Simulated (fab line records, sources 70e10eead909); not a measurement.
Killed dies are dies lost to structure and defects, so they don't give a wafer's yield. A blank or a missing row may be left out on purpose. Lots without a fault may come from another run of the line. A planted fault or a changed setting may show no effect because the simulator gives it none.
Chamber matching | flow nand_harc | NHARC_P_M1_CMP_23 on cmp-01: 4 sister chambers
The step polishes, t overpolish 20 s, target thk 157.82 nm. 7 wafers are shown with their chamber, then 8 later ones without.

WAFERS WITH THEIR CHAMBER
wafer  | chamber | motor_current_A (A) | time_to_endpoint_s (s)
L082.1 | 0       | 12.9                | 28.2
L082.4 | 1       | 13.6                | 32.2
L084.3 | 3       | 13.3                | 26.7
L086.3 | 3       | 12.2                | 28.7
L086.4 | 1       | 13.8                | 29.5
L086.5 | 2       | 12.6                | 31.4
L087.2 | 2       | 12.5                | 27.9

WAFERS WITHOUT THEIR CHAMBER
wafer  | motor_current_A (A) | time_to_endpoint_s (s)
L087.4 | 12.7                | 27.2
L087.5 | 12.3                | 27.9
L095.1 | 13.8                | 29.6
L095.2 | 13.2                | 26.4
L095.5 | 12.2                | 28.4
L096.1 | 13.3                | 31.0
L096.2 | 13.0                | 30.7
L096.3 | 13.1                | 26.7

WHICH CHAMBER EACH WENT THROUGH
wafer  | from the rows above               | in truth
L087.4 | can't be placed: 3 or 0 or 2      | 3
L087.5 | can't be placed: 3 or 2 or 0      | 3
L095.1 | can't be placed: 1 or 0 or 3      | 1
L095.2 | can't be placed: 0 or 3 or 2 or 1 | 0
L095.5 | can't be placed: 2 or 3 or 0      | 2
L096.1 | can't be placed: 1 or 0 or 2 or 3 | 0
L096.2 | can't be placed: 2 or 0 or 1 or 3 | 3
L096.3 | can't be placed: 0 or 3 or 2 or 1 | 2
Placed correctly: 0 of 8. Can't be placed from these rows: 8 (the true chamber is among the candidates in 8). Placed wrongly: 0.
How it was worked out, from the rows above alone: a wafer's distance from a chamber is the root of the sum, over the readings, of the square of ((its reading less the chamber's mean) divided by the reading's scatter). The wafer belongs to the nearest chamber; if the next one is less than 2 further off, it can't be placed. A chamber's mean is the mean of its shown wafers. The scatter: the root of (the sum of the squares of (reading less its chamber's mean) over the shown wafers, divided by (wafers less chambers)).
